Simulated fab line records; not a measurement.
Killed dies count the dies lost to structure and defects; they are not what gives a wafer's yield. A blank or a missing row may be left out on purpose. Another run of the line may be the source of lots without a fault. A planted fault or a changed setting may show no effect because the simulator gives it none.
The same fault as seen by 2 desks	flow n5 finfet	every desk sees just its own numbers, and what lay behind them comes last

FROM THE METROLOGY DESK
Means of the sampled wafers that have a number, per lot and without regard to the tool the lot ran on: this is what the gauges read. The brackets show how far a lot's mean lies from the usual mean; more than 4 standard deviations puts the lot out of limits, marked OUT. Only the readings that lie furthest out on some lot appear, 7 of the 10 it has.
Columns: A = DIBL_N at N5_BEOL_M4_RC_MEAS_101, usual 36.8 mV/V; B = IOFF_P at N5_BEOL_M4_RC_MEAS_101, usual 0.22 nA/um; C = ION_N at N5_BEOL_M4_RC_MEAS_101, usual 675 uA/um; D = ION_P at N5_BEOL_M4_RC_MEAS_101, usual 463 uA/um; E = SS_N at N5_BEOL_M4_RC_MEAS_101, usual 71.6 mV/dec; F = SS_P at N5_BEOL_M4_RC_MEAS_101, usual 73.4 mV/dec; G = VT_P at N5_BEOL_M4_RC_MEAS_101, usual -250 mV
lot	first seen here	A	B	C	D	E	F	G
L165	day 11 22:37	36.6	0.23	672	467	71.5	73.9	-246
L166	day 12 18:26	37.8	0.21	684	468	71.3	73.7	-251
L167	day 12 23:31	36.5	0.26	688	477	71.4	73.7	-245
L175	day 15 01:38	38.3	0.24	675	460	72.4	73.9	-248
Finding of this desk: none of the 4 lots has anything out of limits.

DESK OF THE TOOL OWNER: rie si-04
The tool's own readings at N5_BEOL_M0_SAQP_MANDREL_ETCH_20 (etches a-Si in HBr/Cl2, stops on SiNx, target depth 60 nm, bt time 10 s, time 30 s): means of the sampled wafers that have a number, for each lot that ran on this tool. The brackets show how far a lot's mean lies from the usual mean; more than 4 standard deviations puts the lot out of limits, marked OUT.
Columns: A = bias w at N5_BEOL_M0_SAQP_MANDREL_ETCH_20, usual 75.00 W; B = drypump motor current A at N5_BEOL_M0_SAQP_MANDREL_ETCH_20, usual 5.6 A; C = oes product au at N5_BEOL_M0_SAQP_MANDREL_ETCH_20, usual 0.776 a.u.; D = rf fwd power W at N5_BEOL_M0_SAQP_MANDREL_ETCH_20, usual 795.8 W; E = throttle valve pct at N5_BEOL_M0_SAQP_MANDREL_ETCH_20, usual 35.5 %
lot	first seen here	A	B	C	D	E
L165	day 8 14:53	75.03	5.7	0.776	796.2	35.3
L166	day 8 17:25	75.04	5.3	0.778	858.4 (+25) OUT	35.4
L167	day 9 03:25	75.12	5.0	0.773	858.9 (+25) OUT	35.4
This desk's finding: out of limits on L166, L167; first on L166, day 8 17:25 (rf fwd power W at N5_BEOL_M0_SAQP_MANDREL_ETCH_20). In limits: L165.

TAKEN TOGETHER
The tool owner's desk had the chance to raise an alarm at day 8 17:25 on L166, L167.
The metrology desk saw nothing out of limits.
The metrology desk has L166, L167 on record, within its limits.
On rie si-04, each named lot ran N5_BEOL_M0_SAQP_MANDREL_ETCH_20.

WHAT THE SIMULATOR HAD PUT IN
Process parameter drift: rie si-04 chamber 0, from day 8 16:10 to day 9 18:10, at N5_BEOL_M0_SAQP_MANDREL_ETCH_20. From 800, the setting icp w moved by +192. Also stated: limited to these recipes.
Struck lots among those shown: L166, L167.
Hours from the fault's start to each desk's first reading out of limits: the tool owner's desk, 1.
